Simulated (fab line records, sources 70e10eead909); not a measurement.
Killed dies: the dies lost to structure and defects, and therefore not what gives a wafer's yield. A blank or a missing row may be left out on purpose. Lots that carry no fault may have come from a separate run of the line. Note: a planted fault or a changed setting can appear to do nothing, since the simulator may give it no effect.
fab line records	flow nand_harc	part 1 of 2: steps 1 to 3 of 6
record lots=23	wafers=69	last_day=33
route steps=1302 shown A_STAIRCASE@784 A_SGD_CUT@906 A_WL_FILL@957
lots that met no fault: from a run of the same line without faults
start_h: start of the lot's first displayed wafer, in hours after the record's first day	wait_h: hours from the lot's prior step to this one	" unchanged from the row above	L1.1+2: a row that stands for several wafers	- value missing, or start not given	* or withheld: withheld	< > ~ a bound
route shown NAME@n: names a module that has steps shown in the file, with the first one's number in the route	usual: mean and standard deviation over wafers with no fault	same: alike in all rows	chamber/n: place in a boat	sites: readings site by site	_std_site: the values' standard deviation	_edge_site: mean of outer sites minus mean of inner sites	radius_mm: for every site, how far away it sits from the centre of the wafer	mask NAME#n: copy n	behind: the tool/chamber that last shaped the wafer	hold: reason for holding the lot/hours on hold/outcome of the hold	device: whichever transistor did not switch (one of n, p or np)	end of line: tests of these same wafers at the route's end	a step with no rows: only its recipe	killed: dies that structure and defects cost at the first sort, which is not the same as the wafer's yield	map: shows each die of a wafer: x if killed, . if not, _ if none is there
set.NAME: the setting that was run; set.NAME@STEP: the one run at that earlier step	model.NAME: the simulator's own value behind a step, which no gauge read
steps of the route over a sample of lots; a table a step, a row a wafer
services: the hour from which a tool's chamber was out of use, counted from the record's first day as start_h (under 0 if before that day), plus the number of hours and why
## steps
# step NHARC_A_STAIRCASE_DESCUM_270
# recipe time_s=3	o2_flow_sccm=200	ar_flow_sccm=0	bias_power_w=0	chemistry=O2
# usual drypump_motor_current_A=5.7/0.36	o2_flow_sccm=199.9/0.58	oes_product_au=1.004/0.011	rf_vpp_V=57.6/1	showerhead_plenum_p_Torr=1.90/0.073	throttle_valve_pct=11.311/0.009
lot.wafer	tool	chamber	start_h	wait_h	drypump_motor_current_A	o2_flow_sccm	oes_product_au	rf_hours_counter_h	rf_vpp_V	showerhead_plenum_p_Torr	throttle_valve_pct
L074.3	rie_diel-09	0	360.28	-	5.2	200.0	0.995	8	58.6	1.90	11.293
L074.5	"	1	"	"	6.2	200.5	0.989	-	57.3	1.98	11.310
L074.6	"	2	"	"	5.7	199.6	1.006	-	59.0	1.99	11.326
L075.2	rie_diel-02	0	382.05	-	6.1	199.5	0.996	54	57.4	1.91	11.318
L075.1	"	2	"	"	5.7	198.9	1.005	49	57.0	1.80	11.302
L075.5	"	0	"	"	6.1	199.9	1.003	-	57.6	1.91	11.327
L076.1	rie_diel-02	3	385.78	-	5.3	199.9	1.023	52	57.0	1.80	11.312
L076.3	"	0	"	"	6.1	200.0	1.000	55	57.1	1.91	11.298
L076.6	"	1	"	"	6.0	200.4	1.017	-	59.2	1.94	11.306
L078.2	rie_diel-09	2	406.78	-	5.6	200.1	1.010	30	57.6	1.99	11.307
L078.5	"	0	"	"	5.2	200.4	0.988	-	58.2	1.89	11.302
L078.4	"	3	"	"	5.8	199.0	0.994	-	57.7	1.81	11.304
L077.1	rie_diel-02	1	407.65	-	6.0	200.7	1.004	1	59.3	1.93	11.315
L077.6	"	3	"	"	5.2	200.7	1.007	-	58.3	1.80	11.315
L077.5	"	0	"	"	6.1	199.5	1.014	-	57.6	1.91	11.324
L079.3	rie_diel-09	0	411.38	-	5.2	199.3	1.003	27	57.0	1.89	11.304
L079.2	"	1	"	"	6.1	200.4	0.999	22	56.6	1.97	11.317
L079.5	"	2	"	"	5.7	199.2	1.022	-	56.9	1.99	11.310
L080.4	rie_diel-09	1	426.79	-	6.2	198.9	1.005	26	57.2	1.97	11.315
L080.5	"	0	"	"	5.2	199.5	0.989	-	57.9	1.89	11.307
L080.6	"	1	"	"	6.2	199.7	1.012	-	57.4	1.97	11.315
L081.2	rie_diel-09	1	447.45	-	6.2	201.7	1.015	33	57.9	1.97	11.312
L081.1	"	3	"	"	5.9	199.6	1.001	38	56.6	1.81	11.316
L081.3	"	0	"	"	5.2	199.5	1.007	38	57.6	1.89	11.299
L082.4	rie_diel-09	2	450.91	-	5.7	200.1	1.032	43	56.5	1.98	11.315
L082.6	"	0	"	"	5.2	200.6	1.002	-	56.5	1.89	11.321
L082.5	"	1	"	"	6.1	199.6	0.987	-	57.2	1.97	11.313
L083.3	rie_diel-12	3	468.49	-	5.1	200.7	1.011	6	57.0	1.92	11.334
L083.6	"	3	"	"	5.1	200.4	1.002	-	58.5	1.92	11.304
L083.5	"	0	"	"	5.5	198.7	1.001	-	58.9	1.93	11.300
L084.3	rie_diel-02	0	472.32	-	6.1	199.8	1.006	19	56.7	1.90	11.312
L084.2	"	2	"	"	5.7	200.5	1.001	22	57.9	1.79	11.300
L084.6	"	1	"	"	6.0	199.2	1.004	-	58.8	1.93	11.312
L085.1	rie_diel-09	2	479.30	-	5.7	200.9	1.014	52	56.4	1.98	11.311
L085.4	"	0	"	"	5.2	200.6	0.985	50	59.4	1.88	11.301
L085.6	"	3	"	"	5.9	200.0	1.006	-	57.0	1.81	11.292
L086.2	rie_diel-12	3	487.59	-	5.1	200.5	1.014	12	58.0	1.92	11.303
L086.1	"	0	"	"	5.6	200.5	1.006	11	57.7	1.93	11.311
L086.6	"	3	"	"	5.1	200.1	1.017	-	57.6	1.92	11.303
L088.4	rie_diel-09	1	508.63	-	6.2	199.4	1.017	0	58.6	1.96	11.312
L088.1	"	2	"	"	5.7	199.3	0.984	0	58.1	1.98	11.301
L088.2	"	0	"	"	5.2	200.4	0.995	0	55.3	1.88	11.312
L087.4	rie_diel-12	2	512.80	-	6.0	200.0	0.998	24	57.7	2.05	11.309
L087.3	"	3	"	"	5.1	198.9	1.007	23	57.2	1.92	11.319
L087.1	"	0	"	"	5.5	199.8	1.008	23	57.6	1.92	11.306
L091.4	rie_diel-02	3	521.98	-	5.2	199.5	1.009	38	56.0	1.79	11.314
L091.1	"	1	"	"	6.0	199.3	1.003	39	59.2	1.92	11.310
L091.6	"	3	"	"	5.2	199.3	1.013	-	56.3	1.79	11.317
L089.2	rie_diel-09	0	525.07	-	5.2	199.8	1.001	5	57.7	1.88	11.310
L089.3	"	2	"	"	5.7	199.7	0.993	6	58.8	1.98	11.316
L089.6	"	0	"	"	5.2	200.1	0.990	-	57.8	1.88	11.318
L090.3	rie_diel-09	2	534.23	-	5.7	199.8	0.998	9	59.0	1.98	11.303
L090.6	"	0	"	"	5.2	200.2	0.986	-	60.0	1.88	11.304
L090.5	"	1	"	"	6.1	198.9	1.010	-	56.9	1.96	11.309
L093.4	rie_diel-09	0	553.17	-	5.2	200.1	1.003	16	57.7	1.88	11.315
L093.1	"	3	"	"	5.8	199.6	1.018	12	56.8	1.80	11.306
L093.5	"	0	"	"	5.2	199.9	0.997	-	57.4	1.88	11.308
L094.3	rie_diel-12	3	568.82	-	5.1	199.3	0.996	42	56.5	1.91	11.309
L094.1	"	2	"	"	6.0	200.7	0.980	41	57.6	2.04	11.309
L094.5	"	0	"	"	5.5	199.2	0.997	-	56.1	1.92	11.309
L095.4	rie_diel-09	1	577.85	-	6.1	200.3	1.000	19	57.5	1.96	11.304
L095.2	"	3	"	"	5.9	201.0	0.999	19	56.8	1.80	11.315
L095.5	"	1	"	"	6.1	200.0	1.008	-	58.2	1.96	11.305
L096.4	rie_diel-09	1	578.31	-	6.2	198.7	1.017	19	56.9	1.96	11.306
L096.1	"	3	"	"	5.9	200.3	1.008	19	56.9	1.80	11.300
L096.5	"	2	"	"	5.6	199.4	1.002	-	57.7	1.97	11.316
L097.2	rie_diel-12	3	603.60	-	5.1	200.6	1.010	54	57.9	1.91	11.320
L097.3	"	0	"	"	5.5	200.4	0.991	55	56.3	1.91	11.303
L097.6	"	3	"	"	5.1	200.3	1.011	-	58.1	1.91	11.297
# step NHARC_A_STAIRCASE_CMP_152
# usual motor_current_A=12.2/1.2	slurry_filter_dp_kPa=13.51/0.12
lot.wafer	tool	chamber	start_h	wait_h	motor_current_A	slurry_filter_dp_kPa
L074.3	cmp-03	0	422.59	0.1	13.3	13.55
L074.6	"	1	"	"	13.2	13.55
L074.5	"	2	"	"	11.6	13.62
L075.1	cmp-04	3	443.45	0.1	12.6	13.43
L075.2	"	1	"	"	11.0	13.46
L075.5	"	3	"	"	13.5	13.46
L076.3	cmp-03	0	443.60	0.1	13.8	13.48
L076.1	"	3	"	"	10.6	13.49
L076.6	"	1	"	"	13.6	13.46
L077.1	cmp-01	1	470.82	0.1	12.4	13.47
L077.6	"	2	"	"	14.4	13.66
L077.5	"	3	"	"	12.0	13.68
L079.3	cmp-03	0	470.89	0.1	13.2	13.42
L079.2	"	2	"	"	10.3	13.61
L079.5	"	0	"	"	13.4	13.82
L078.2	cmp-01	2	471.08	0.1	14.5	13.40
L078.4	"	3	"	"	12.1	13.51
L078.5	"	2	"	"	14.9	13.47
L080.4	cmp-01	1	490.75	0.1	12.3	13.59
L080.5	"	3	"	"	11.6	13.26
L080.6	"	0	"	"	13.0	13.60
L081.2	cmp-01	2	512.44	0.1	13.8	13.76
L081.1	"	0	"	"	12.5	13.47
L081.3	"	1	"	"	13.1	13.58
L082.4	cmp-04	2	512.60	0.1	11.2	13.50
L082.5	"	1	"	"	12.1	13.69
L082.6	"	2	"	"	10.9	13.51
L084.3	cmp-01	2	534.32	0.1	14.4	13.40
L084.2	"	0	"	"	13.1	13.39
L084.6	"	3	"	"	11.5	13.68
L083.3	cmp-04	3	534.58	0.1	13.5	13.47
L083.6	"	1	"	"	11.7	13.51
L083.5	"	2	"	"	10.9	13.54
L085.1	cmp-03	0	544.57	0.1	13.4	13.55
L085.4	"	1	"	"	14.4	13.48
L085.6	"	3	"	"	10.6	13.46
L086.2	cmp-04	3	551.06	0.1	13.3	13.56
L086.1	"	0	"	"	11.3	13.68
L086.6	"	2	"	"	11.1	13.43
L088.2	cmp-04	1	566.63	0.1	11.5	13.59
L088.1	"	2	"	"	11.3	13.15
L088.4	"	3	"	"	12.9	13.43
L087.3	cmp-03	3	566.84	0.1	10.4	13.40
L087.4	"	0	"	"	13.6	13.60
L087.1	"	1	"	"	13.4	13.83
L089.3	cmp-04	2	582.41	0.1	11.0	13.57
L089.2	"	0	"	"	11.8	13.57
L089.6	"	3	"	"	13.6	13.35
L091.4	cmp-04	3	585.82	0.1	12.9	13.40
L091.1	"	1	"	"	11.4	13.54
L091.6	"	2	"	"	11.3	13.60
L090.3	cmp-03	3	594.88	0.1	10.6	13.41
L090.6	"	3	"	"	10.7	13.40
L090.5	"	0	"	"	13.8	13.32
L093.1	cmp-03	2	615.81	0.1	11.4	13.37
L093.4	"	0	"	"	13.5	13.59
L093.5	"	3	"	"	11.0	13.61
L094.1	cmp-03	3	626.12	0.1	10.5	13.54
L094.3	"	0	"	"	13.7	13.37
L094.5	"	2	"	"	10.8	13.78
L095.2	cmp-04	0	636.34	0.1	11.3	13.31
L095.4	"	1	"	"	12.3	13.64
L095.5	"	3	"	"	12.9	13.53
L096.4	cmp-03	2	636.64	0.1	12.1	13.69
L096.1	"	0	"	"	12.9	13.63
L096.5	"	2	"	"	10.8	13.71
L097.3	cmp-04	0	661.67	0.1	11.7	13.47
L097.2	"	3	"	"	12.8	13.45
L097.6	"	1	"	"	11.7	13.50
# step NHARC_A_SGD_CUT_ETCH_59
# recipe target_depth_a=2600	over_etch_frac=0.25	time_s=406.25	ion_energy_ev=200	n2_flow_sccm=150	h2_flow_sccm=150	ar_flow_sccm=0	rf_w=400	bias_w=150	chemistry=N2/H2
# usual drypump_motor_current_A=6.0/0.43	oes_product_au=0.997/0.011	rf_vpp_V=429.7/2.1	showerhead_plenum_p_Torr=2.01/0.071	throttle_valve_pct=14.171/0.0094
lot.wafer	tool	chamber	start_h	wait_h	drypump_motor_current_A	oes_product_au	rf_hours_counter_h	rf_vpp_V	showerhead_plenum_p_Torr	throttle_valve_pct
L074.3	rie_diel-06	2	-	-	6.3	0.995	6	426.8	1.92	14.151
L074.5	"	1	"	"	6.2	1.011	-	431.0	2.02	14.161
L074.6	"	2	"	"	6.2	1.004	-	427.0	1.92	14.170
L075.1	rie_diel-10	1	-	-	5.7	1.005	2	428.7	1.97	14.176
L075.2	"	3	"	"	6.3	1.006	2	428.8	1.97	14.151
L075.5	"	1	"	"	5.6	0.998	-	428.2	1.97	14.173
L076.3	rie_diel-07	0	-	-	5.9	1.003	8	429.9	2.04	14.176
L076.1	"	2	"	"	6.4	0.999	7	431.9	2.15	14.161
L076.6	"	3	"	"	5.4	0.984	-	429.5	2.05	14.167
L077.1	rie_diel-06	1	-	-	6.2	1.005	8	430.3	2.02	14.172
L077.6	"	2	"	"	6.3	1.000	-	426.2	1.92	14.167
L077.5	"	3	"	"	6.3	0.997	-	430.9	2.10	14.171
L078.4	rie_diel-06	0	-	-	6.0	0.993	7	430.4	2.06	14.159
L078.2	"	1	"	"	6.2	0.999	8	430.0	2.02	14.162
L078.5	"	2	"	"	6.3	1.012	-	427.4	1.92	14.170
L079.3	rie_diel-10	3	-	-	6.3	1.012	6	428.3	1.97	14.169
L079.2	"	1	"	"	5.6	1.008	5	427.4	1.97	14.165
L079.5	"	2	"	"	4.9	0.997	-	426.9	1.94	14.166
L080.4	rie_diel-06	3	-	-	6.3	0.994	0	430.5	2.10	14.183
L080.6	"	2	"	"	6.2	0.960	-	428.1	1.92	14.157
L080.5	"	3	"	"	6.3	0.989	-	432.0	2.10	14.181
L081.3	rie_diel-06	3	-	-	6.2	1.000	1	431.8	2.10	14.190
L081.1	"	1	"	"	6.2	0.982	2	429.5	2.01	14.179
L081.2	"	2	"	"	6.2	0.987	1	428.4	1.92	14.168
L082.4	rie_diel-10	1	-	-	5.7	1.009	9	428.9	1.97	14.179
L082.6	"	1	"	"	5.6	1.016	-	428.1	1.97	14.183
L082.5	"	2	"	"	5.0	1.002	-	428.6	1.94	14.175
L084.3	rie_diel-06	1	-	-	6.2	0.976	2	431.0	2.01	14.176
L084.2	"	2	"	"	6.3	0.990	2	427.9	1.92	14.159
L084.6	"	1	"	"	6.2	0.974	-	429.1	2.01	14.184
L083.3	rie_diel-07	2	-	-	6.5	1.015	3	434.4	2.15	14.175
L083.5	"	0	"	"	5.9	0.990	-	430.7	2.04	14.160
L083.6	"	1	"	"	6.2	0.999	-	427.4	1.93	14.154
L085.4	rie_diel-07	2	-	-	6.5	1.003	4	434.1	2.15	14.177
L085.1	"	0	"	"	5.9	0.991	3	432.1	2.04	14.188
L085.6	"	2	"	"	6.5	1.009	-	433.3	2.15	14.167
L086.1	rie_diel-06	1	-	-	6.2	0.982	3	429.1	2.01	14.179
L086.2	"	0	"	"	6.0	1.007	2	430.3	2.06	14.165
L086.6	"	1	"	"	6.2	0.971	-	428.7	2.01	14.164
L088.4	rie_diel-07	1	-	-	6.2	1.008	5	428.0	1.92	14.167
L088.2	"	2	"	"	6.5	1.002	6	433.2	2.15	14.180
L088.1	"	3	"	"	5.4	0.998	6	429.6	2.05	14.178
L087.1	rie_diel-06	3	-	-	6.3	1.000	4	433.5	2.10	14.181
L087.3	"	0	"	"	6.0	1.005	3	429.2	2.06	14.173
L087.4	"	1	"	"	6.2	0.983	4	429.0	2.01	14.170
L089.2	rie_diel-07	3	-	-	5.4	0.980	7	430.6	2.05	14.170
L089.3	"	1	"	"	6.2	0.992	6	426.7	1.92	14.195
L089.6	"	2	"	"	6.5	0.991	-	433.5	2.15	14.173
L091.4	rie_diel-10	2	-	-	5.0	1.002	15	426.9	1.94	14.183
L091.1	"	0	"	"	6.1	0.995	16	431.1	2.06	14.153
L091.6	"	2	"	"	4.9	1.008	-	426.4	1.94	14.174
L090.3	rie_diel-06	2	-	-	6.2	0.997	5	426.5	1.92	14.175
L090.5	"	1	"	"	6.2	0.987	-	431.0	2.01	14.167
L090.6	"	2	"	"	6.2	0.989	-	426.5	1.92	14.165
L093.4	rie_diel-10	3	-	-	6.3	1.017	2	427.6	1.96	14.176
L093.1	"	0	"	"	6.1	0.989	2	431.3	2.06	14.172
L093.5	"	2	"	"	5.0	1.006	-	426.9	1.94	14.184
L094.3	rie_diel-10	3	-	-	6.3	1.004	2	428.2	1.96	14.171
L094.1	"	0	"	"	6.1	0.980	2	433.2	2.06	14.198
L094.5	"	0	"	"	6.1	0.987	-	431.9	2.05	14.169
L095.2	rie_diel-10	2	-	-	5.0	1.000	4	429.0	1.94	14.167
L095.4	"	0	"	"	6.1	0.997	3	430.9	2.06	14.163
L095.5	"	2	"	"	4.9	1.010	-	428.8	1.94	14.170
L096.1	rie_diel-06	2	-	-	6.2	0.982	7	427.2	1.91	14.181
L096.4	"	3	"	"	6.3	1.002	7	432.9	2.10	14.161
L096.5	"	0	"	"	6.0	1.018	-	431.2	2.06	14.175
L097.3	rie_diel-07	2	-	-	6.5	1.006	1	433.5	2.14	14.177
L097.2	"	0	"	"	5.9	0.998	1	429.9	2.04	14.163
L097.6	"	2	"	"	6.5	1.003	-	432.7	2.14	14.172
